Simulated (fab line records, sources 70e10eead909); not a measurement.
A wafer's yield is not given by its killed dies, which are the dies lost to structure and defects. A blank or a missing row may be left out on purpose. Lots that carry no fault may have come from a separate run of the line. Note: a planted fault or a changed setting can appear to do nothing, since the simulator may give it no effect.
The tool behind it: which one?    flow nand_harc    Sampling: 14 lots, 42 wafers, 2 of 1302 route steps

WHAT EACH GAUGE READ, for each wafer
NHARC_A_CONTACT_INSPECT_10. Usual: raw_defect_count 80, standard deviation 35.
lot   measured      on                 raw_defect_count  flag
L196  day 22 02:23  defect_inspect-01  20 21 19          
L198  day 23 04:17  defect_inspect-01  87 103 94         
L199  day 23 04:59  defect_inspect-02  63 65 56          
L200  day 23 21:03  defect_inspect-01  89 119 97         
L203  day 24 21:53  defect_inspect-01  127 119 103       
L202  day 24 22:21  defect_inspect-01  58 69 75          
L211  day 28 10:59  defect_inspect-02  133 148 130       
L213  day 29 08:05  defect_inspect-01  26 24 20          
L212  day 29 09:09  defect_inspect-01  56 51 63          
L214  day 29 15:40  defect_inspect-02  108 123 119       
L216  day 30 08:25  defect_inspect-02  91 78 98          
L217  day 31 07:32  defect_inspect-01  82 79 81          
L218  day 31 21:05  defect_inspect-01  41 45 50          
L219  day 32 13:01  defect_inspect-01  71 72 69          

WHAT TOOL EACH LOT RAN ON (gives the tool, then ch and the chambers of the sampled wafers, and finally the start)
lot   NHARC_A_CONTACT_DEP_85
L196  pecvd-02 ch 0,1, day 22 01:32
L198  pecvd-04 ch 1,2, day 23 03:28
L199  pecvd-04 ch 0,2, day 23 04:10
L200  pecvd-04 ch 0,1,2, day 23 20:25
L203  pecvd-01 ch 0,1,2, day 24 21:02
L202  pecvd-04 ch 0,1,2, day 24 21:32
L211  pecvd-04 ch 1,2, day 28 10:17
L213  pecvd-02 ch 0,2, day 29 07:24
L212  pecvd-02 ch 1,2, day 29 08:17
L214  pecvd-02 ch 0,1,2, day 29 14:50
L216  pecvd-02 ch 0,2, day 30 07:42
L217  pecvd-04 ch 0,1,2, day 31 06:43
L218  pecvd-02 ch 2, day 31 20:09
L219  pecvd-01 ch 0,1,2, day 32 12:15
- NHARC_A_CONTACT_DEP_85: deposits SiON, target thk 60 nm.

AS READ BY THE TOOLS THEMSELVES (means over the sampled wafers that have a number; for cases with no such wafer, the mark the record gives instead)
NHARC_A_CONTACT_DEP_85. Usual: heater_power_w 722 W, standard deviation 120.
lot   tool      heater_power_w (W)  flag
L196  pecvd-02  735                 
L198  pecvd-04  716                 
L199  pecvd-04  556                 
L200  pecvd-04  774                 
L203  pecvd-01  759                 
L202  pecvd-04  692                 
L211  pecvd-04  870                 
L213  pecvd-02  692                 
L212  pecvd-02  736                 
L214  pecvd-02  713                 
L216  pecvd-02  685                 
L217  pecvd-04  710                 
L218  pecvd-02  717                 
L219  pecvd-01  719                 

THE ANSWER, worked out from the rows above alone
Rule: a lot is off if the mean of its wafers that have a number lies more than 3 standard deviations from the usual mean. Also off: a lot with no number at a reading for which 4 or more lots have one. Any other lot the step has rows for is counted as sound. Order of review: gauges by route order, followed by the tools' own readings, for which a lot's mean as printed above is used. The first step at which some lot is off is used, and at that step the reading that is off furthest; a lot without a number counts as furthest.
No lot is off at any reading shown: from this, nothing can be told.

WHAT THE SIMULATOR HAD INSERTED
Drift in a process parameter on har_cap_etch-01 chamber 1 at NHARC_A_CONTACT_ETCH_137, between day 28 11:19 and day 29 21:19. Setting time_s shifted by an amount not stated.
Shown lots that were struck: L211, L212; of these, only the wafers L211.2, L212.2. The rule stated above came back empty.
